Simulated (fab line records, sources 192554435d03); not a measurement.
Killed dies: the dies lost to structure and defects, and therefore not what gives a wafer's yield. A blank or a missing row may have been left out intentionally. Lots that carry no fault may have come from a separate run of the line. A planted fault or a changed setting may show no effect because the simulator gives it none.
Which tool is to blame? + flow n5-finfet + 24 lots, 72 wafers sampled, at 4 steps of a route of 1938

== WHAT EACH GAUGE READ, for each wafer ==
N5_HKMG_FIN_INSPECT_14: inspects for defects (macro). Usual: raw-defect-count 1.9, standard deviation 1.5.
| lot  | measured     | on                | raw-defect-count | flag |
|------|--------------|-------------------|------------------|------|
| L074 | day 4 00:30  | defect-inspect-01 | 4 1 0            |      |
| L075 | day 4 12:44  | defect-inspect-02 | 2 2 1            |      |
| L076 | day 4 13:53  | defect-inspect-02 | 3 1 4            |      |
| L077 | day 4 21:42  | defect-inspect-02 | 2 2 5            |      |
| L078 | day 5 05:23  | defect-inspect-02 | 1 0 1            |      |
| L079 | day 5 12:39  | defect-inspect-02 | 6 1 1            |      |
| L080 | day 5 21:10  | defect-inspect-02 | 2 0 0            |      |
| L081 | day 6 04:52  | defect-inspect-01 | 2 1 2            |      |
| L082 | day 6 07:15  | defect-inspect-01 | 4 3 3            |      |
| L083 | day 6 09:13  | defect-inspect-01 | 1 0 0            |      |
| L084 | day 6 17:30  | defect-inspect-02 | 3 2 2            |      |
| L085 | day 6 22:31  | defect-inspect-02 | 2 1 1            |      |
| L086 | day 7 04:45  | defect-inspect-02 | 3 2 3            |      |
| L087 | day 7 12:18  | defect-inspect-01 | 0 1 0            |      |
| L088 | day 7 17:33  | defect-inspect-02 | 2 1 2            |      |
| L089 | day 8 00:46  | defect-inspect-02 | 1 2 1            |      |
| L090 | day 8 04:41  | defect-inspect-01 | 6 2 1            |      |
| L091 | day 8 10:39  | defect-inspect-02 | 1 0 3            |      |
| L092 | day 8 15:01  | defect-inspect-02 | 0 2 2            |      |
| L093 | day 9 00:47  | defect-inspect-01 | 4 2 1            |      |
| L094 | day 9 03:59  | defect-inspect-02 | 4 3 0            |      |
| L095 | day 9 10:33  | defect-inspect-02 | 2 2 3            |      |
| L096 | day 9 19:32  | defect-inspect-01 | 2 4 4            |      |
| L097 | day 10 02:20 | defect-inspect-02 | 6 1 2            |      |

N5_GATE_CUT_INSPECT_15: inspects for defects (brightfield). Usual: raw-defect-count 130, standard deviation 44.
| lot  | measured     | on                | raw-defect-count | flag |
|------|--------------|-------------------|------------------|------|
| L074 | day 4 09:04  | defect-inspect-01 | 213 146 151      |      |
| L075 | day 4 21:23  | defect-inspect-02 | 166 130 138      |      |
| L076 | day 4 23:55  | defect-inspect-02 | 138 90 114       |      |
| L077 | day 5 06:44  | defect-inspect-02 | 98 72 83         |      |
| L078 | day 5 13:35  | defect-inspect-02 | 121 133 72       |      |
| L079 | day 5 21:30  | defect-inspect-01 | 108 98 187       |      |
| L080 | day 6 06:44  | defect-inspect-01 | 178 87 113       |      |
| L081 | day 6 13:04  | defect-inspect-02 | 122 79 111       |      |
| L082 | day 6 15:50  | defect-inspect-02 | 110 143 122      |      |
| L083 | day 6 18:32  | defect-inspect-02 | 206 133 284      |      |
| L084 | day 7 02:05  | defect-inspect-01 | 84 93 74         |      |
| L085 | day 7 06:44  | defect-inspect-01 | 134 108 138      |      |
| L086 | day 7 12:58  | defect-inspect-01 | 150 141 152      |      |
| L087 | day 7 20:43  | defect-inspect-02 | 180 152 177      |      |
| L088 | day 8 02:17  | defect-inspect-01 | 104 123 110      |      |
| L089 | day 8 10:01  | defect-inspect-02 | 57 70 97         |      |
| L090 | day 8 13:08  | defect-inspect-02 | 156 101 115      |      |
| L091 | day 8 22:06  | defect-inspect-01 | 98 106 111       |      |
| L092 | day 9 02:44  | defect-inspect-02 | 111 116 93       |      |
| L093 | day 9 09:04  | defect-inspect-01 | 86 115 154       |      |
| L094 | day 9 12:55  | defect-inspect-02 | 131 145 71       |      |
| L095 | day 9 18:58  | defect-inspect-01 | 178 219 261      |      |
| L096 | day 10 03:41 | defect-inspect-01 | 72 159 103       |      |
| L097 | day 10 11:04 | defect-inspect-02 | 180 193 161      |      |

== WHICH TOOL RAN EACH LOT (tool, then ch and the chambers of the sampled wafers, then the start) ==
| lot  | N5_HKMG_FIN_ETCHBACK_68           | N5_HKMG_FIN_STRIP_69                |
|------|-----------------------------------|-------------------------------------|
| L074 | rie-metal-02 ch 0,1, day 4 03:27  | plasma-asher-02 ch 0,1, day 4 03:41 |
| L075 | rie-metal-03 ch 0,1, day 4 15:42  | plasma-asher-01 ch 0,1, day 4 15:50 |
| L076 | rie-metal-01 ch 0,1, day 4 17:13  | plasma-asher-02 ch 0,1, day 4 17:21 |
| L077 | rie-metal-02 ch 1, day 5 01:11    | plasma-asher-01 ch 0,1, day 5 01:20 |
| L078 | rie-metal-02 ch 0,1, day 5 08:04  | plasma-asher-01 ch 0,1, day 5 08:17 |
| L079 | rie-metal-02 ch 0,1, day 5 15:38  | plasma-asher-01 ch 0,1, day 5 15:47 |
| L080 | rie-metal-03 ch 0,1, day 6 01:16  | plasma-asher-02 ch 0,1, day 6 01:25 |
| L081 | rie-metal-03 ch 0,1, day 6 07:31  | plasma-asher-01 ch 0,1, day 6 07:39 |
| L082 | rie-metal-02 ch 0,1, day 6 10:04  | plasma-asher-02 ch 0,1, day 6 10:12 |
| L083 | rie-metal-03 ch 1, day 6 12:04    | plasma-asher-02 ch 0,1, day 6 12:13 |
| L084 | rie-metal-03 ch 0,1, day 6 20:25  | plasma-asher-02 ch 0,1, day 6 20:34 |
| L085 | rie-metal-01 ch 1, day 7 01:16    | plasma-asher-02 ch 0,1, day 7 01:25 |
| L086 | rie-metal-02 ch 0,1, day 7 07:26  | plasma-asher-02 ch 0,1, day 7 07:39 |
| L087 | rie-metal-01 ch 0,1, day 7 15:07  | plasma-asher-01 ch 0,1, day 7 15:20 |
| L088 | rie-metal-01 ch 0,1, day 7 20:15  | plasma-asher-02 ch 0,1, day 7 20:23 |
| L089 | rie-metal-03 ch 0,1, day 8 04:28  | plasma-asher-01 ch 0,1, day 8 04:36 |
| L090 | rie-metal-02 ch 0,1, day 8 07:27  | plasma-asher-01 ch 0,1, day 8 07:35 |
| L091 | rie-metal-03 ch 0,1, day 8 13:31  | plasma-asher-01 ch 0,1, day 8 13:39 |
| L092 | rie-metal-03 ch 0,1, day 8 17:52  | plasma-asher-01 ch 0,1, day 8 18:05 |
| L093 | rie-metal-01 ch 0,1, day 9 03:30  | plasma-asher-01 ch 0, day 9 03:38   |
| L094 | rie-metal-01 ch 0,1, day 9 07:17  | plasma-asher-01 ch 0,1, day 9 07:26 |
| L095 | rie-metal-01 ch 0,1, day 9 13:28  | plasma-asher-02 ch 0,1, day 9 13:36 |
| L096 | rie-metal-03 ch 0,1, day 9 22:15  | plasma-asher-02 ch 0,1, day 9 22:23 |
| L097 | rie-metal-01 ch 0,1, day 10 05:20 | plasma-asher-01 ch 1, day 10 05:28  |
- N5_HKMG_FIN_ETCHBACK_68: etches the open film in Cl2/Ar, stops on HfO2, target depth 0.5 nm.
- N5_HKMG_FIN_STRIP_69: strips in N2/H2, time 360 s.

== AS READ BY THE TOOLS THEMSELVES (means over the sampled wafers that have a number; for cases with no such wafer, the mark the record gives instead) ==
N5_HKMG_FIN_ETCHBACK_68. Usual: drypump-motor-current-A 5.4 A, standard deviation 0.37; mfc-ar-sccm 60.04 sccm, standard deviation 0.18; oes-product-au 0.78 a.u., standard deviation 0.085; throttle-valve-pct 20.9 %, standard deviation 0.36.
| lot  | tool         | drypump-motor-current-A (A) | mfc-ar-sccm (sccm) | oes-product-au (a.u.) | throttle-valve-pct (%) | flag |
|------|--------------|-----------------------------|--------------------|-----------------------|------------------------|------|
| L074 | rie-metal-02 | 5.4                         | 59.93              | 0.81                  | 20.4                   |      |
| L075 | rie-metal-03 | 5.1                         | 59.93              | 0.77                  | 21.3                   |      |
| L076 | rie-metal-01 | 5.5                         | 60.08              | 0.77                  | 20.8                   |      |
| L077 | rie-metal-02 | 5.3                         | 60.05              | 0.87                  | 20.7                   |      |
| L078 | rie-metal-02 | 5.3                         | 60.02              | 0.83                  | 20.6                   |      |
| L079 | rie-metal-02 | 5.4                         | 60.09              | 0.80                  | 20.4                   |      |
| L080 | rie-metal-03 | 5.4                         | 60.04              | 0.84                  | 21.2                   |      |
| L081 | rie-metal-03 | 5.1                         | 60.04              | 0.73                  | 21.3                   |      |
| L082 | rie-metal-02 | 5.4                         | 59.89              | 0.79                  | 20.5                   |      |
| L083 | rie-metal-03 | 5.6                         | 59.82              | 0.92                  | 21.0                   |      |
| L084 | rie-metal-03 | 5.1                         | 60.12              | 0.74                  | 21.3                   |      |
| L085 | rie-metal-01 | 6.1                         | 60.11              | 0.81                  | 21.2                   |      |
| L086 | rie-metal-02 | 5.3                         | 60.20              | 0.82                  | 20.6                   |      |
| L087 | rie-metal-01 | 5.8                         | 60.13              | 0.78                  | 21.0                   |      |
| L088 | rie-metal-01 | 5.8                         | 59.88              | 0.78                  | 21.0                   |      |
| L089 | rie-metal-03 | 5.4                         | 60.12              | 0.82                  | 21.2                   |      |
| L090 | rie-metal-02 | 5.3                         | 60.08              | 0.81                  | 20.6                   |      |
| L091 | rie-metal-03 | 5.4                         | 60.02              | 0.81                  | 21.2                   |      |
| L092 | rie-metal-03 | 5.1                         | 60.05              | 0.73                  | 21.3                   |      |
| L093 | rie-metal-01 | 5.5                         | 59.97              | 0.75                  | 20.9                   |      |
| L094 | rie-metal-01 | 5.6                         | 60.18              | 0.74                  | 20.9                   |      |
| L095 | rie-metal-01 | 5.5                         | 59.79              | 0.75                  | 20.9                   |      |
| L096 | rie-metal-03 | 5.4                         | 59.94              | 0.80                  | 21.2                   |      |
| L097 | rie-metal-01 | 5.8                         | 60.13              | 0.77                  | 21.0                   |      |

N5_HKMG_FIN_STRIP_69. Usual: drypump-motor-current-A 6.1 A, standard deviation 0.3; heater-power-w 439 W, standard deviation 24.
| lot  | tool            | drypump-motor-current-A (A) | heater-power-w (W) | flag |
|------|-----------------|-----------------------------|--------------------|------|
| L074 | plasma-asher-02 | 6.5                         | 459                |      |
| L075 | plasma-asher-01 | 5.8                         | 430                |      |
| L076 | plasma-asher-02 | 6.4                         | 459                |      |
| L077 | plasma-asher-01 | 5.9                         | 420                |      |
| L078 | plasma-asher-01 | 5.9                         | 410                |      |
| L079 | plasma-asher-01 | 5.8                         | 426                |      |
| L080 | plasma-asher-02 | 6.4                         | 463                |      |
| L081 | plasma-asher-01 | 5.8                         | 431                |      |
| L082 | plasma-asher-02 | 6.4                         | 455                |      |
| L083 | plasma-asher-02 | 6.4                         | 466                |      |
| L084 | plasma-asher-02 | 6.5                         | 451                |      |
| L085 | plasma-asher-02 | 6.4                         | 459                |      |
| L086 | plasma-asher-02 | 6.5                         | 456                |      |
| L087 | plasma-asher-01 | 5.8                         | 415                |      |
| L088 | plasma-asher-02 | 6.4                         | 456                |      |
| L089 | plasma-asher-01 | 5.8                         | 429                |      |
| L090 | plasma-asher-01 | 5.8                         | 424                |      |
| L091 | plasma-asher-01 | 5.8                         | 429                |      |
| L092 | plasma-asher-01 | 5.9                         | 411                |      |
| L093 | plasma-asher-01 | 5.7                         | 443                |      |
| L094 | plasma-asher-01 | 5.8                         | 425                |      |
| L095 | plasma-asher-02 | 6.5                         | 458                |      |
| L096 | plasma-asher-02 | 6.5                         | 459                |      |
| L097 | plasma-asher-01 | 5.9                         | 404                |      |

== THE ANSWER, worked out from the rows above alone ==
Rule: lot off if the mean of its wafers having a number is beyond 3 standard deviations from the usual mean. Also off: a lot with no number at a reading for which 4 or more lots have one. Where the step has rows for the other lots, those lots are counted as sound. First the gauges in route order, then the tools' own readings, where a lot's mean is used as printed above. The first step at which some lot is off is used, and at that step the reading that is off furthest; a lot without a number counts as furthest.
No lot is off at any reading shown: from this, nothing can be told.

== WHAT THE SIMULATOR HAD INSERTED ==
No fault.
